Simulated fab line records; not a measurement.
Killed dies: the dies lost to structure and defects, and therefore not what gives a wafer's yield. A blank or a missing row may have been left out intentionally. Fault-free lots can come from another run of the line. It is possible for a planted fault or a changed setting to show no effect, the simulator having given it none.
Struck lot and sound lot, side by side -- flow n5 finfet -- 31 steps out of a route of 1938
Sound: these wafers, L386.1, L386.4, L386.6. Struck: wafers L388.5, L388.6 (left out: L388.4, a lot-mate that was not struck); the cause follows at the end.
At each step with rows: each side's tool, then ch and its chambers, then its first start. Under that, the readings that differ: sound wafers -- struck wafers -- difference of the means -- sigmas: that difference in standard deviations of wafers without a fault.
alike: same words and numbers on both sides, and readings whose means sit less than 2 such deviations apart. not compared: any withheld reading, any reading some wafer has no value for, any bound like >300 that may hide the same value, and any number with overlapping values for which the record gives no deviation.
Wherever a step has rows on one side only, a row that says differs or no value, or a row with sigmas, the two part there. Numbers that don't overlap but have no deviation are shown without sigmas and don't part them. A reading that every wafer of one side lacks parts them only if that side has two wafers or more.

first, 8 steps without rows for these wafers: N5_ILD0_LINER_00 (material SiNx, target thk 4 nm, pulse time 1 s, purge time 2 s); N5_ILD0_FCVD_FILL_01 (material SiO2 flowable, target thk 200 nm, time 328.3 s); N5_ILD0_CURE_02 (time 1800 s); N5_ILD0_CMP_03 (polishes, stops on SiNx, t overpolish 1.9 s, target thk 197.38 nm); N5_ILD0_CMP_07 (polishes SiO2 flowable, stops on poly-Si, t overpolish 1.18 s, target thk 138.88 nm); N5_ILD0_PRECLEAN_10 (cleans in NF3:NH3, afs cycles 5, time 20 s, sublimation time 60 s); N5_ILD0_ALD_15 (deposits SiNx, target thk 24 nm, pulse time 1 s, ald cycles 480); N5_ILD0_CMP_12 (polishes SiNx, stops on poly-Si, t overpolish 6 s, target thk 17.67 nm).
N5_SDB_HM_DEP_00: deposits SiNx from SiH4/NH3/N2, target thk 40 nm, time 35.3 s.
  sound on pecvd-03 ch 0,1,2, day 7 17:04; struck on pecvd-02 ch 1,2, day 8 05:57
reading,sound,struck,difference,sigmas
showerhead plenum p Torr (Torr),5.28 5.27 5.19,5.05 5.09,-0.18,-2
model.SiNx_of_SDB_HM_DEP_00.thk nm (nm),39.4 40 40.2,42.8 42.8,+2.9,
  alike: heater power w, throttle valve pct
then, 13 steps without rows for these wafers: N5_SDB_COAT_03 (time 60 s, resist thk 100 nm); N5_SDB_COAT_04 (time 60 s, resist thk 18 nm); N5_SDB_COAT_05 (resist thk 90 nm); N5_SDB_EBR_07; N5_SDB_SOFTBAKE_06 (time 60 s); N5_SDB_EXPOSE_08 (exposes mask SDB); N5_SDB_PEB_09 (peb time 60 s); N5_SDB_DEVELOP_10 (develop time 30 s); N5_SDB_DESCUM_16 (chemistry O2, time 7.9 s); N5_SDB_ETCH_17 (etches SiARC in CF4, target depth 23.4 nm, time 39 s); N5_SDB_ETCH_18 (etches SOC in N2/H2, target depth 100 nm, overetch 20 nm, time 150 s); N5_SDB_STRIP_19 (strips in N2/H2); N5_SDB_STRIP_21 (strips in CF4).
N5_SDB_HM_OPEN_20: chemistry CH3F/O2, target SiNx, stops on poly-Si, target depth 24 nm.
  sound on rie diel-02 ch 0,2, day 7 17:56; struck on rie diel-05 ch 2,3, day 8 06:56
reading,sound,struck,difference,sigmas
model.etch.depth nm (nm),23.33 23.91 24.25,26.75 26.75,+2.92,
  alike: bias w, drypump motor current A, oes_ar_750_au, oes_o_777_au, oes product au, rf vpp V, showerhead plenum p Torr, throttle valve pct
  not compared: rf hours counter h
then, 5 steps without rows for these wafers: N5_SDB_STRIP_22 (strips in N2/H2); N5_SDB_PRECLEAN_23 (cleans in dHF, time 30 s); N5_SDB_DUMMY_REMOVE_24 (chemistry TMAH, target poly-Si, stops on SiO2, target depth 142 nm, time 57 s, rinse time 30 s); N5_SDB_ETCH_25 (etches SiO2 in C4F6/O2, target depth 10 nm, time 3.3 s); N5_SDB_CUT_ETCH_26 (etches Si in HBr/Cl2/O2, target depth 129.6 nm, bt time 20 s, time 51.8 s).
N5_SDB_PRECLEAN_38: cleans in dHF, time 10 s.
  sound on wet bench-01 ch 0,1,4, day 7 18:29; struck on wet bench-05 ch 2,5, day 8 08:05
reading,sound,struck,difference,sigmas
model.SiNx_of_SDB_HM_DEP_00.thk nm (nm),21.2 21.6 22,24.8 24.8,+3.2,
then, 2 steps without rows for these wafers: N5_SDB_PRECLEAN_39 (cleans in O3/DIW, time 45 s); N5_PASSIVATION_PROBE_49.

## WHERE THEY PART
N5_SDB_HM_DEP_00 only, going by this record. Later steps at which nothing parts them and some readings are alike: N5_SDB_HM_OPEN_20.

WHY: what had been put in by the simulator
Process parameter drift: pecvd-02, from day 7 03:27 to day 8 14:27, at N5_SDB_HM_DEP_00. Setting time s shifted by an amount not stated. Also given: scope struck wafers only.
